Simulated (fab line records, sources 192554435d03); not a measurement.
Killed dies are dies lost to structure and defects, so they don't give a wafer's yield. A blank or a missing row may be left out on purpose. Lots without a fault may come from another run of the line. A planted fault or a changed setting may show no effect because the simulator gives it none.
fab line records | flow n5_finfet
record lots=5 wafers=15 last_day=18
route steps=1938 shown HKMG_FIN@394 BEOL_M4@1111 PASSIVATION@1936
lots that met no fault: from a run of the same line without faults
start_h: hours from the record's first day to the start of the lot's first wafer shown | wait_h: hours since the lot's step before | " the same as in the row above | L1.1+2: a row that stands for several wafers | - no value, or no start given | * or withheld: withheld | < > ~ a bound
route shown NAME@n: a module of which the file shows steps, and the number in the route of the first | usual: mean/standard deviation of fault-free wafers | same: alike in all rows | chamber/n: place in a boat | sites: the reading at each site | _std_site: their standard deviation | _edge_site: outer sites' mean less inner sites' | radius_mm: how far each site lies from the wafer's centre | mask NAME#n: copy n | behind: the tool/chamber that last shaped the wafer | hold: why the lot was held/for how many hours/how that ended | device: the transistor (n, p or np) that didn't switch | end of line: the same wafers' tests at the end of the route | a step without rows: its recipe alone | killed: dies lost to structure and defects at the first sort, not the wafer's yield | map: a wafer's dies, x killed, . not, _ none there
set.NAME: the setting as run; set.NAME@STEP: as run at that earlier step | model.NAME: the simulator's own value behind a step, which no gauge read
lots at some steps of the route; a table a step, a row a wafer
services: from which hour (start_h, from the record's first day; less than 0 if before it) a tool's chamber was out of use, for how many hours, and why
## steps
# step N5_HKMG_FIN_SOFTBAKE_44
# recipe temp_c=110 time_s=60 resist=CAR-ArF
# step N5_HKMG_FIN_EXPOSE_46
# recipe mask_id=NDIPOLE na=1.35 source_shape=conventional sigma_outer=0.8 polarization=unpolarized dose_mj=40
# step N5_HKMG_FIN_PEB_47
# recipe peb_temp_c=withheld peb_time_s=60 resist=CAR-ArF
# step N5_HKMG_FIN_DEVELOP_48
# recipe develop_time_s=30 developer=TMAH resist=CAR-ArF rinse_liquid=diw dry=air_spin dev_temp_c=23
# step N5_HKMG_FIN_DESCUM_53
# recipe chemistry=O2 time_s=7.9 source_power_w=50 bias_power_w=20 pressure_mtorr=20 rf_frequency_hz=2.712e+07 temp_c=40 resist=CAR-ArF o2_flow_sccm=225
# step N5_HKMG_FIN_ETCH_54
# recipe chemistry=CF4 target=SiARC target_depth_a=455 mask_material=CAR-ArF time_s=75.8 ion_energy_ev=80 pressure_mtorr=40 source_w=545 bias_w=36 Ar_flow_sccm=100 cf4_flow_sccm=100 ends=cleared
# step N5_HKMG_FIN_ETCH_55
# recipe chemistry=N2/H2 target=SOC target_depth_a=2400 temp_c=40 time_s=300 ion_energy_ev=200 mask_material=SiARC pressure_mtorr=30 source_w=840 bias_w=150 n2_flow_sccm=200 h2_flow_sccm=200
# step N5_HKMG_FIN_STRIP_56
# recipe chemistry=N2/H2 temp_c=40 n2_flow_sccm=200 h2_flow_sccm=200 rf_frequency_hz=6e+07
# step N5_HKMG_FIN_STRIP_57
# recipe chemistry=CF4 resist=SiARC power_w=300 bias_power_w=75 pressure_mtorr=50 cf4_flow_sccm=150 rf_frequency_hz=6e+07
# step N5_HKMG_FIN_ETCH_58
# recipe chemistry=N2/H2 target=SOC target_depth_a=2158 ion_energy_ev=50 bias_w=13 time_s=741 pressure_mtorr=30 source_w=875 n2_flow_sccm=200 h2_flow_sccm=200
# usual bias_w=13.00/0.044 chamber_pressure_mTorr=29.999/0.029 drypump_motor_current_A=5.6/0.55 oes_product_au=0.76/0.08 rf_vpp_V=99.2/0.95 showerhead_plenum_p_Torr=2.52/0.065 throttle_valve_pct=17.81/0.29 time_s=741/0
# columns lot.wafer tool chamber start_h wait_h bias_w chamber_pressure_mTorr drypump_motor_current_A oes_product_au rf_hours_counter_h rf_vpp_V showerhead_plenum_p_Torr throttle_valve_pct time_s model.SOC_of_HKMG_FIN_COAT_41.thk_nm model.HKMG_FIN.feature_depth_nm
L456.1 rie_diel-01 3 115.82 0.0 - - - - - - - - - 299.6 229
L456.2 " 1 " " - - - - - - - - - 300.2 238.2
L456.4 " 2 " " - - - - - - - - - 299.8 250.6
L457.1 rie_diel-05 1 121.75 0.0 - - - - - - - - - 300.8 233.6
L457.2 " 3 " " - - - - - - - - - 300.4 236.8
L457.3 " 2 " " - - - - - - - - - 300.6 232.4
L458.1 rie_diel-01 1 126.86 0.0 - - - - - - - - - 300.4 241.6
L458.2 " 2 " " - - - - - - - - - 300.2 254
L458.3 " 0 " " - - - - - - - - - 300.8 240.2
L460.1 rie_diel-01 1 137.41 0.0 13.03 29.997 5.1 0.76 146 98.9 2.55 17.74 741 81 218.8
L460.4 " 3 " " 13.05 29.986 5.2 0.68 232 98.4 2.52 18.04 741 91.6 207.4
L460.6 " 1 " " 13.02 30.005 5.1 0.76 - 100.9 2.55 17.73 741 81.2 218.8
L472.1 rie_diel-01 0 211.68 0.0 13.06 30.002 4.9 0.80 121 98.8 2.45 17.89 741 85.8 215.8
L472.4 " 3 " " 13.00 29.993 5.2 0.98 4 98.0 2.52 17.63 741 86 215
L472.6 " 3 " " 13.05 29.995 5.3 0.97 - 98.7 2.51 17.67 741 87.6 213.6
# step N5_HKMG_FIN_STRIP_93
# recipe chemistry=N2/H2 material=SOC time_s=20 power_w=500 temp_c=40 pressure_mtorr=50 rf_frequency_hz=6e+07 bias_power_w=8 h2_frac=0.5 n2_flow_sccm=300 h2_flow_sccm=300
# usual drypump_motor_current_A=5.6/0.56 oes_product_au=0.76/0.08 rf_vpp_V=54.1/0.92 showerhead_plenum_p_Torr=3.33/0.083 throttle_valve_pct=19.0/0.4
# same time_s=20
# columns lot.wafer tool chamber start_h wait_h drypump_motor_current_A oes_product_au rf_hours_counter_h rf_vpp_V showerhead_plenum_p_Torr throttle_valve_pct model.SOC_of_HKMG_FIN_COAT_41.thk_nm
L456.1 rie_diel-01 3 116.24 0.2 5.2 0.67 224 53.9 3.34 19.3 290
L456.2 " 1 " " 5.1 0.76 138 53.3 3.37 18.8 290
L456.4 " 2 " " 6.4 0.88 43 54.7 3.40 18.3 289.2
L457.1 rie_diel-05 1 122.18 0.2 5.8 0.70 226 54.0 3.31 19.0 290.8
L457.2 " 3 " " 6.1 0.73 187 54.2 3.47 19.3 290.2
L457.3 " 2 " " 5.5 0.68 230 54.3 3.46 19.3 290.6
L458.1 rie_diel-01 1 127.28 0.2 5.1 0.76 142 54.2 3.37 18.8 290.2
L458.2 " 2 " " 6.5 0.89 47 54.5 3.40 18.3 289.4
L458.3 " 0 " " 4.9 0.81 87 53.9 3.26 18.9 290.6
L460.1 rie_diel-01 1 137.83 0.2 5.1 0.76 146 54.1 3.37 18.9 70.6
L460.4 " 3 " " 5.3 0.67 232 54.6 3.34 19.4 82
L460.6 " 1 " " 5.1 0.75 - 53.7 3.36 18.9 71
L472.1 rie_diel-01 0 212.11 0.2 4.9 0.78 121 54.1 3.25 19.0 75.8
L472.4 " 3 " " 5.2 0.97 4 53.9 3.32 19.0 76
L472.6 " 3 " " 5.3 0.96 - 54.1 3.32 19.0 77.6
# step N5_HKMG_FIN_WET_ETCH_76
# recipe chemistry=dNH4OH mix=1:50 temp_c=25 target=Al2O3 stop_on=La2O3 target_depth_nm=2.25 dry=ipa_marangoni rinse_time_s=30 rinse_temp_c=23
# step N5_HKMG_FIN_STRIP_60
# recipe chemistry=N2/H2 power_w=2500 temp_c=300 h2_frac=0.65 time_s=360 pressure_mtorr=withheld n2_flow_sccm=1750 h2_flow_sccm=3250
# step N5_HKMG_FIN_WET_ETCH_77
# recipe chemistry=dHCl mix=1:10000 temp_c=25 target=La2O3 stop_on=HfO2 target_depth_nm=2
# step N5_HKMG_FIN_WET_ETCH_78
# recipe chemistry=dNH4OH mix=1:50 temp_c=25 target=Al2O3 stop_on=La2O3 target_depth_nm=4.5 dry=ipa_marangoni rinse_time_s=30 rinse_temp_c=23
# step N5_HKMG_FIN_ALD_79
# recipe material=TiN target_thk_a=15 temp_c=400 ald_precursor_family=TiCl4 ald_co_reactant=NH3 pulse_time_s=1 purge_time_s=3 co_reactant_purge_time_s=2 co_reactant_pulse_time_s=2 ald_cycles=68 pressure_torr=3
# step N5_HKMG_FIN_CVD_62
# recipe material=a-Si target_thk_a=30 temp_c=500 precursor=Si2H6 pressure_torr=1 time_s=20.8
# step N5_HKMG_FIN_RTA_80
# recipe temp_c=withheld time_s=2 ambient=N2 idle_temp_c=600 ramp_up_c_per_s=150 ramp_down_c_per_s=60 cool_to_c=600
# step N5_HKMG_FIN_PRECLEAN_64
# recipe chemistry=dHF time_s=30 temp_c=25 dilution=withheld
# step N5_HKMG_FIN_WET_ETCH_65
# recipe chemistry=TMAH temp_c=70 conc_wt_pct=5 target=a-Si stop_on=TiN time_s=49 target_depth_nm=3
# step N5_HKMG_FIN_WET_ETCH_81
# recipe chemistry=SC1 target=TiN stop_on=HfO2 mix=1:1:5 temp_c=60 time_s=57 target_depth_nm=6
# step N5_HKMG_FIN_WET_ETCH_82
# recipe chemistry=dHCl mix=1:10000 temp_c=25 target=La2O3 stop_on=HfO2 target_depth_nm=2 dry=ipa_marangoni rinse_time_s=30 rinse_temp_c=23
# step N5_HKMG_FIN_ALD_36
# recipe material=TiN target_thk_a=10 temp_c=400 ald_precursor_family=TiCl4 ald_co_reactant=NH3 pulse_time_s=1 purge_time_s=3 co_reactant_purge_time_s=2 co_reactant_pulse_time_s=2 ald_cycles=47 pressure_torr=3
# step N5_HKMG_FIN_PWFM_ALD_03
# recipe material=TiN target_thk_a=20 temp_c=400 ald_precursor_family=TiCl4 ald_co_reactant=NH3 pulse_time_s=1 purge_time_s=3 co_reactant_purge_time_s=2 co_reactant_pulse_time_s=2 ald_cycles=91 pressure_torr=3
# step N5_HKMG_FIN_COAT_29
# recipe resist=SOC temp_c=250 time_s=60 spin_rpm=1500 resist_thk_nm=300
# step N5_HKMG_FIN_COAT_30
# recipe resist=SiARC temp_c=220 time_s=60 spin_rpm=1500 resist_thk_nm=35
# step N5_HKMG_FIN_COAT_06
# recipe resist=CAR-ArF spin_rpm=1500 resist_thk_nm=90
# step N5_HKMG_FIN_EBR_08
# recipe solvent=PGMEA ebr_width_mm=1.5
# step N5_HKMG_FIN_SOFTBAKE_07
# recipe temp_c=110 time_s=60 resist=CAR-ArF
# step N5_HKMG_FIN_EXPOSE_09
# recipe mask_id=NWFM na=1.35 source_shape=conventional sigma_outer=0.8 polarization=unpolarized dose_mj=39.25
# step N5_HKMG_FIN_PEB_10
# recipe peb_temp_c=withheld peb_time_s=60 resist=CAR-ArF
# step N5_HKMG_FIN_DEVELOP_11
# recipe develop_time_s=30 developer=TMAH resist=CAR-ArF dev_temp_c=23 rinse_liquid=diw dry=air_spin
# step N5_HKMG_FIN_DESCUM_17
# recipe chemistry=O2 time_s=7.9 source_power_w=50 bias_power_w=20 pressure_mtorr=20 rf_frequency_hz=2.712e+07 temp_c=40 resist=CAR-ArF o2_flow_sccm=225
# step N5_HKMG_FIN_ETCH_31
# recipe chemistry=CF4 target=SiARC target_depth_a=455 mask_material=CAR-ArF time_s=75.8 ion_energy_ev=80 pressure_mtorr=40 source_w=545 bias_w=36 Ar_flow_sccm=100 cf4_flow_sccm=100 ends=cleared
# step N5_HKMG_FIN_ETCH_32
# recipe chemistry=N2/H2 target=SOC target_depth_a=2400 temp_c=40 time_s=300 ion_energy_ev=200 mask_material=SiARC pressure_mtorr=30 source_w=840 bias_w=150 n2_flow_sccm=200 h2_flow_sccm=200
# step N5_BEOL_M4_RC_MEAS_101
# usual DIBL_N=36.0/1.8 DIBL_P=36.3/2.4 IOFF_N=0.16/0.035 IOFF_N_85C=3.0/0.57 IOFF_N_LIN=0.072/0.013 IOFF_N_LONG=5.42e-05/2.8e-06 IOFF_P=0.21/0.036 ION_N=673/13 ION_P=461/7.2 SS_N=71.4/0.6 SS_P=73.2/0.7 VT_N=250/4 VT_N_LONG=275.5/2.2 VT_P=-250.9/2.9 VT_P_LVT=-99.7/2.8
# columns lot.wafer tool chamber start_h wait_h DIBL_N[mV/V] DIBL_P[mV/V] IOFF_N[nA/um] IOFF_N_85C[nA/um] IOFF_N_LIN[nA/um] IOFF_N_LONG[nA/um] IOFF_P[nA/um] ION_N[uA/um] ION_P[uA/um] SS_N[mV/dec] SS_P[mV/dec] VT_N[mV] VT_N_LONG[mV] VT_P[mV] VT_P_LVT[mV]
L457.1 prober-01 0 220.82 0.0 35.0 36.7 29.96 249.1 14.383 0.01019 0.17 948 447 71.3 72.6 97 123.4 -254.2 -252.0
L457.2 " 0 " " 38.7 39.9 41.41 328.9 18.314 0.010223 0.22 973 459 71.3 74.2 94 125.1 -250.4 -249.5
L457.3 " 0 " " 36.6 38.6 32.75 268.7 15.099 0.010026 0.21 954 456 71.4 73.8 98 124.8 -254.2 -251.6
L456.1 prober-02 0 223.45 0.0 36.5 36.5 33.86 274.3 15.026 0.0095329 0.22 969 465 71.7 73.0 97 126.5 -249.1 -248.3
L456.2 " 0 " " 34.9 34.5 24.88 215.9 11.655 0.009167 0.18 949 460 70.7 73.4 104 127.1 -252.5 -251.4
L456.4 " 0 " " 35.1 34.5 26.63 224.9 12.162 0.0093038 0.18 955 459 70.9 72.8 103 127.4 -251.2 -251.5
L460.1 prober-01 0 227.24 0.0 35.5 36.2 0.13 2.6 0.063 4.92e-05 0.20 670 459 70.3 73.5 254 276.4 -251.5 -99.3
L460.4 " 0 " " 38.4 39.8 0.18 3.4 0.079 4.96e-05 0.28 664 463 71.5 73.8 253 275.8 -247.4 -96.3
L460.6 " 0 " " 36.6 36.9 0.13 2.6 0.062 5e-05 0.22 661 456 70.8 73.2 253 276.0 -249.7 -99.2
L458.1 prober-01 0 242.39 0.0 38.2 38.4 41.68 330.2 18.717 0.011516 0.22 988 467 72.0 73.7 94 119.6 -251.0 -247.6
L458.2 " 0 " " 37.0 38.1 38.30 312.5 17.492 0.010917 0.24 991 472 71.1 73.3 93 122.0 -249.5 -247.2
L458.3 " 0 " " 39.8 40.7 47.31 374.5 20.402 0.011133 0.26 979 463 73.6 74.4 92 120.9 -248.0 -247.3
L472.1 prober-01 0 318.29 0.0 38.7 38.4 0.19 3.6 0.088 5.42e-05 0.24 686 467 72.1 73.6 246 272.8 -247.2 -99.6
L472.4 " 0 " " 39.2 37.3 0.19 3.6 0.083 5.39e-05 0.22 676 459 71.9 74.3 248 276.9 -250.4 -100.8
L472.6 " 0 " " 38.1 37.2 0.17 3.3 0.079 5.39e-05 0.22 672 456 72.2 73.8 247 276.2 -249.7 -101.2
# step N5_PASSIVATION_PROBE_49
# usual defect_limited_yield=91.2/1.4 killed_at_M0_to_M3=35/11 killed_at_M4_up=14/5.6 killed_at_contacts=12/5.6 killed_at_front_end=38/11 killed_at_other=4/3.4 killed_dies=103/17 killed_open=68/12 killed_short=33/8.8 sort_bin_4_leakage=0.00/0.007 sort_bin_5_function=5.1/0.89 sort_bin_6_memory=3.3/0.71 sort_n_pass=1077/17 sort_yield_pct=91.2/1.4
# same gross_dies=1180 killed_at_back_side=0 sort_bin_8_speed[%]=0
# columns lot.wafer tool chamber start_h wait_h defect_limited_yield[%] killed_at_M0_to_M3 killed_at_M4_up killed_at_contacts killed_at_front_end killed_at_other killed_dies killed_open killed_short sort_bin_4_leakage[%] sort_bin_5_function[%] sort_bin_6_memory[%] sort_n_pass sort_yield_pct[%]
L457.1 prober-02 - 330.01 0.0 92.9 32 11 15 23 3 84 63 20 92.88 3.8 3.2 0 0
L457.2 prober-02 - 330.06 0.1 92.8 18 12 12 43 0 85 59 25 92.80 3.6 3.1 0 0
L457.3 prober-02 - 330.11 0.1 92.7 35 14 4 33 0 86 62 24 92.71 3.7 3.1 0 0
L456.1 prober-02 - 334.67 0.0 91.0 36 19 16 35 0 106 70 31 91.02 5.2 3.5 0 0
L456.2 prober-02 - 334.72 0.1 92.4 33 11 8 33 5 90 57 29 92.37 4.4 2.9 0 0
L456.4 prober-02 - 334.82 0.2 92.1 19 16 12 40 6 93 61 30 92.12 4.8 3.0 0 0
L460.1 prober-01 - 335.17 0.0 89.5 47 25 15 29 8 124 76 41 0 5.8 4.0 1056 89.5
L460.4 prober-01 - 335.32 0.2 92.2 33 12 9 34 4 92 70 20 0 4.9 2.7 1088 92.2
L460.6 prober-01 - 335.42 0.3 90.8 44 5 11 45 4 109 73 36 0 4.9 4.2 1071 90.8
L458.1 prober-02 - 347.01 0.0 91.6 40 15 10 29 5 99 62 37 91.61 5.3 3.1 0 0
L458.2 prober-02 - 347.06 0.1 92.3 31 9 3 39 9 91 58 33 92.29 3.8 3.6 0 0
L458.3 prober-02 - 347.11 0.1 90.9 23 11 14 51 8 107 60 46 90.93 4.9 3.7 0 0
L472.1 prober-01 - 437.35 0.0 91.3 37 19 8 36 3 103 70 31 0 4.8 3.3 1077 91.3
L472.4 prober-01 - 437.50 0.2 90.6 34 20 8 45 4 111 82 29 0 5.8 3.6 1069 90.6
L472.6 prober-01 - 437.60 0.3 91.0 34 21 5 40 6 106 75 29 0 6.2 2.7 1074 91.0
# killed by level:class
L457.1 MOL_CONTACT_COAG:geometric_particle:open=13 BEOL_M3:geometric_particle:open=9 FIN_SAQP:geometric_particle:open=7 BEOL_M0_SAQP:geometric_particle:open=7 BEOL_M2:geometric_particle:open=6 BEOL_M1:geometric_particle:open=4 FIN_SAQP:geometric_particle:short=3 BEOL_M4:geometric_particle:open=3
L457.2 FIN_SAQP:geometric_particle:open=11 MOL_CONTACT_COAG:geometric_particle:open=11 GATE_CUT:geometric_particle:short=6 BEOL_M2:geometric_particle:open=5 BEOL_M5:geometric_particle:open=5 FIN_SAQP:geometric_particle:short=4 DUMMY_GATE:geometric_particle:open=4 GATE_CUT:geometric_particle:open=4
L457.3 FIN_SAQP:geometric_particle:open=11 BEOL_M3:geometric_particle:open=11 BEOL_M4:geometric_particle:open=8 BEOL_M0_SAQP:geometric_particle:open=7 BEOL_M2:geometric_particle:open=6 GATE_CUT:geometric_particle:short=5 BEOL_M1:geometric_particle:open=5 FIN_SAQP:geometric_particle:short=4
L456.1 MOL_CONTACT_COAG:geometric_particle:open=13 BEOL_M2:geometric_particle:open=13 STI_FIN_REVEAL:geometric_particle:open=8 FIN_SAQP:geometric_particle:open=6 BEOL_M1:geometric_particle:open=6 BEOL_M4:geometric_particle:open=6 BEOL_M0_SAQP:geometric_particle:short=5 BEOL_M4:geometric_particle:short=5
L456.2 BEOL_M1:geometric_particle:open=12 MOL_CONTACT_COAG:geometric_particle:open=7 STI_FIN_REVEAL:geometric_particle:open=6 DUMMY_GATE:geometric_particle:open=5 GATE_CUT:geometric_particle:open=5 BEOL_M3:geometric_particle:open=5 BEOL_M0_SAQP:geometric_particle:short=4 BEOL_M0_SAQP:geometric_particle:open=4
L456.4 STI_FIN_REVEAL:geometric_particle:open=12 FIN_SAQP:geometric_particle:open=9 BEOL_M4:geometric_particle:open=9 MOL_CONTACT_COAG:geometric_particle:open=7 MOL_CONTACT_COAG:geometric_particle:short=5 BEOL_M3:geometric_particle:open=4 FIN_SAQP:geometric_particle:short=3 BEOL_M0_SAQP:geometric_particle:short=3
L460.1 MOL_CONTACT_COAG:geometric_particle:open=12 BEOL_M2:geometric_particle:open=12 BEOL_M4:geometric_particle:short=11 BEOL_M1:geometric_particle:open=10 BEOL_M3:geometric_particle:open=8 BEOL_M0_SAQP:geometric_particle:open=7 BEOL_M0_SAQP:geometric_particle:short=6 FIN_SAQP:geometric_particle:short=4
L460.4 FIN_SAQP:geometric_particle:open=14 BEOL_M1:geometric_particle:open=9 BEOL_M3:geometric_particle:open=9 MOL_CONTACT_COAG:geometric_particle:open=8 STI_FIN_REVEAL:geometric_particle:open=5 BEOL_M3:geometric_particle:short=4 BEOL_M2:geometric_particle:open=4 BEOL_M4:geometric_particle:open=4
L460.6 BEOL_M3:geometric_particle:open=12 FIN_SAQP:geometric_particle:open=9 BEOL_M0_SAQP:geometric_particle:open=9 BEOL_M1:geometric_particle:open=9 MOL_CONTACT_COAG:geometric_particle:open=8 STI_FIN_REVEAL:geometric_particle:open=6 ILD0:geometric_particle:open=6 BEOL_M0_SAQP:geometric_particle:short=6
L458.1 BEOL_M1:geometric_particle:open=12 FIN_SAQP:geometric_particle:short=11 MOL_CONTACT_COAG:geometric_particle:open=9 BEOL_M0_SAQP:geometric_particle:open=7 FIN_SAQP:geometric_particle:open=6 BEOL_M0_SAQP:geometric_particle:short=6 BEOL_M4:geometric_particle:open=6 BEOL_M3:geometric_particle:open=5
L458.2 FIN_SAQP:geometric_particle:short=9 STI_FIN_REVEAL:geometric_particle:open=8 BEOL_M3:geometric_particle:open=8 FIN_SAQP:geometric_particle:open=7 BEOL_M3:geometric_particle:short=6 BEOL_M0_SAQP:geometric_particle:open=4 DUMMY_GATE:geometric_particle:open=4 BEOL_M1:geometric_particle:open=4
L458.3 FIN_SAQP:geometric_particle:short=16 FIN_SAQP:geometric_particle:open=13 MOL_CONTACT_COAG:geometric_particle:open=11 BEOL_M3:geometric_particle:open=6 STI_FIN_REVEAL:geometric_particle:open=6 BEOL_M1:geometric_particle:open=5 BEOL_M3:geometric_particle:short=5 DUMMY_GATE:geometric_particle:open=4
L472.1 BEOL_M3:geometric_particle:open=17 FIN_SAQP:geometric_particle:short=9 MOL_CONTACT_COAG:geometric_particle:open=7 BEOL_M4:geometric_particle:open=6 GATE_CUT:geometric_particle:short=5 BEOL_M0:geometric_particle:open=4 DUMMY_GATE:geometric_particle:open=4 BEOL_M1:geometric_particle:open=4
L472.4 BEOL_M2:geometric_particle:open=13 STI_FIN_REVEAL:geometric_particle:open=12 FIN_SAQP:geometric_particle:open=10 FIN_SAQP:geometric_particle:short=10 MOL_CONTACT_COAG:geometric_particle:open=7 BEOL_M3:geometric_particle:open=7 BEOL_M4:geometric_particle:open=7 BEOL_M0:geometric_particle:open=5
L472.6 BEOL_M4:geometric_particle:open=14 STI_FIN_REVEAL:geometric_particle:open=13 BEOL_M2:geometric_particle:open=13 FIN_SAQP:geometric_particle:short=9 BEOL_M3:geometric_particle:open=6 GATE_CUT:geometric_particle:short=5 MOL_CONTACT_COAG:geometric_particle:open=4 BEOL_M0_SAQP:geometric_particle:short=4
# map L456.1 (x killed, . not)
_________________.x.......x..________________
______________.................._____________
___________.......................x__________
__________.........................._________
________.....x...x...................._______
_______...x............xx.......x......______
______.....xxx...........x...x.........._____
_____............x....x.....x............____
____.x........x...................x.......___
___.xx...........................x....x....__
___..............x.....xx...x..............__
__.....................xxx.................._
__.x.......x.................x.............._
_.xx..x...........................x.x.x......
_..............xx....x.......x........x......
_..................................x.........
_..............x..............x...........x.x
_................................xx.x.......x
_...x...........x.x............x.......x.x...
_................x..........x.......x......x.
_.......x.x.x.......x......x.x.........x.....
__...........................x....x....xx..._
__.......................x...x......x......._
___..x..............xx.x...........x..x....__
___........................x.x.............__
____..............x..x..x................x___
_____...............x....................____
______........x.......x........x..x.xx.._____
_______...x........x...................______
________...x........x................._______
__________.....x...............x...._________
___________.........x..............__________
______________..............xx.._____________
_________________............________________
# map L457.3 (x killed, . not)
_________________.....x.x....________________
______________.x................_____________
___________x.......x........x......__________
__________...........x..........x..._________
________............x................._______
_______.......x......x.............xx..______
______.......x.........................._____
_____...x..........x.....................____
____...x........................x.......x.___
___..............x..................x.x...x__
___........x............x....xx............__
__.......x.x................................_
__.................x..............x......xx._
_x....x........x.x.x.x.......................
_...........x.........................x......
_...................xx.......................
_.......x..x...........x.....................
_....................x.....x...............x.
_.....x..x........x.x........................
_.......x..................x.................
_.......................................x..xx
__.....................x...................._
__x.x.......x......x..................x....._
___.........x..............................__
___....x....................xx.............__
____.........x............................___
_____...........x.x.......xx.......x.....____
______..x..............................._____
_______x......x.........x..............______
________........x..x.................._______
__________....................x....x_________
___________...........x............__________
______________..............x.x._____________
_________________......x.....________________
## services
# columns tool chamber start_h hours kind
rie_diel-05 - 147.49 16.3 repair
rie_diel-01 1 164.18 2.6 repair
rie_diel-01 3 181.79 - clean
rie_diel-01 3 181.79 - consumable_replace:focus_ring
rie_diel-01 3 181.79 19.2 scheduled_down
rie_diel-01 3 181.79 19.2 vent_cycle
rie_diel-05 2 197.50 - clean
rie_diel-05 2 197.50 - consumable_replace:focus_ring
rie_diel-05 2 197.50 21.7 scheduled_down
rie_diel-05 2 197.50 21.7 vent_cycle
## key
first_sign step=N5_HKMG_FIN_ETCH_58 reading=tool_record direction=missing
effect step=N5_BEOL_M4_RC_MEAS_101 reading=IOFF_N_LONG direction=up sigmas=99+ usual=5.42e-05 struck=0.010223
effect step=N5_BEOL_M4_RC_MEAS_101 reading=IOFF_N_LIN direction=up sigmas=99+ usual=0.072 struck=15.917
effect step=N5_BEOL_M4_RC_MEAS_101 reading=IOFF_N direction=up sigmas=99+ usual=0.16 struck=35.20
effect step=N5_BEOL_M4_RC_MEAS_101 reading=IOFF_N_85C direction=up sigmas=99+ usual=3.0 struck=286.5
effect step=N5_BEOL_M4_RC_MEAS_101 reading=VT_N_LONG direction=down sigmas=70 usual=275.5 struck=124.1
effect step=N5_BEOL_M4_RC_MEAS_101 reading=VT_P_LVT direction=down sigmas=53 usual=-99.7 struck=-249.6
effect step=N5_BEOL_M4_RC_MEAS_101 reading=VT_N direction=down sigmas=39 usual=250 struck=97
effect step=N5_BEOL_M4_RC_MEAS_101 reading=ION_N direction=up sigmas=23 usual=673 struck=967
effect step=N5_PASSIVATION_PROBE_49 reading=sort_bin_4_leakage direction=up sigmas=99+ usual=0.00 struck=92.08
model_effect step=N5_HKMG_FIN_ETCH_58 value=SOC_of_HKMG_FIN_COAT_41.thk_nm without=84.07 struck=300.3
model_effect step=N5_HKMG_FIN_STRIP_93 value=SOC_of_HKMG_FIN_COAT_41.thk_nm without=73.87 struck=290.1
met_at N5_HKMG_FIN_ETCH_58
struck_wafers L456.1,L456.2,L456.4,L457.1,L457.2,L457.3,L458.1,L458.2,L458.3
fault kind=skipped_step_whole tool=rie_diel-01,rie_diel-05 chamber=- onset_h=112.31 steps=N5_HKMG_FIN_ETCH_58 scope=struck_lots_only
